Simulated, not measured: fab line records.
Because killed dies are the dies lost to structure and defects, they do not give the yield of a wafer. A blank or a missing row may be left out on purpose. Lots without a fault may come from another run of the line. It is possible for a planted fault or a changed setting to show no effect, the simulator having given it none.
Code-filled problem report in 8D (eight disciplines) form	flow n5 finfet	the parts of the form that need people (team, actions taken, sign-off) are left out

1. WHAT WENT WRONG
At N5_MOL_CONTACT_COAG_COAT_58, plate temp C averages 200.58 C over 8 wafers from 3 lots, while fault-free wafers read 205.00 C, standard deviation 0.17. Measured from the usual mean, that is -26 standard deviations.
The step: time 60 s, resist thk 10 nm.
Seen first at day 9 04:58 on litho track-04, wafer L105.1. Wafers with a number at this step in the record: 29, from 10 lots. By rule, "out" or "out of limits" means more than 4 standard deviations away from the usual mean. The other wafers with a number count as sound.

2. WHAT THIS IS AND IS NOT
question	is	is not
which readings at this step	plate temp C, heater power total W	-
which lots	L105, L106, L109	L102, L110, L987, L989, L990, L992, L994
which wafers of those lots	all that have a number	-
read on which tools	litho track-04	litho track-02, litho track-03
when	from day 9 04:58	up to then (18 sound wafers); but 3 sound wafers of L110 came after

3. THE SUSPECTS, EACH WITH WHAT RULES IT OUT
Counting: any tool at a process step up to the reading is kept as a suspect provided that every lot that is out went through it and no sound lot did after the first of them.
- plasma asher-01 at N5_GATE_CUT_STRIP_21 (strips in N2/H2, time 30 s): ruled out as a lasting fault. Following L105 (day 9 02:14), the first lot on it that is out, the sound lots L110 were run on it.
- litho track-04 at N5_MOL_CONTACT_COAG_COAT_58 (time 60 s, resist thk 10 nm): kept. It ran every lot that is out, first L105 (day 9 04:58), and no sound lot after that; its last sound lot up to then is L102 (day 8 16:02). Its own readings are out on those wafers: heater power total W, plate temp C.
Remaining after the count: litho track-04 at N5_MOL_CONTACT_COAG_COAT_58.

4. THE CAUSE (what the simulator had put in)
Drift in process parameters on litho track-04 at N5_MOL_CONTACT_COAG_COAT_58, starting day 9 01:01. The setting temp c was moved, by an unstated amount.
After counting, this tool was the only one left.

5. THE EFFECT CHAIN, in route order
Rows list readings where the struck wafers' mean (over those with a number) sits beyond 3 standard deviations from the usual. Readings are gone through only where the record gives a usual standard deviation; hours: the median, over the lots, of the time from a lot's start at the first step in this table giving one to that lot's start at this step; sigmas: the change measured in usual standard deviations.
hours	step	reading	usual	on struck wafers	change	sigmas
0	N5_MOL_CONTACT_COAG_COAT_58	heater power total W	391.8 W	381.3	-10.5	-7.5
0	N5_MOL_CONTACT_COAG_COAT_58	plate temp C	205.00 C	200.58	-4.42	-26
Process steps it contains:
- N5_MOL_CONTACT_COAG_COAT_58: time 60 s, resist thk 10 nm.
At these later measuring or inspecting steps, every struck wafer for which the step has a row has a number for every such reading, and none has moved that far: N5_BEOL_M4_RC_MEAS_101.

6. WHAT WOULD HAVE CAUGHT IT SOONER
First out-of-limits reading in this record: day 9 04:58, which is 4 hours after fault onset at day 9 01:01.
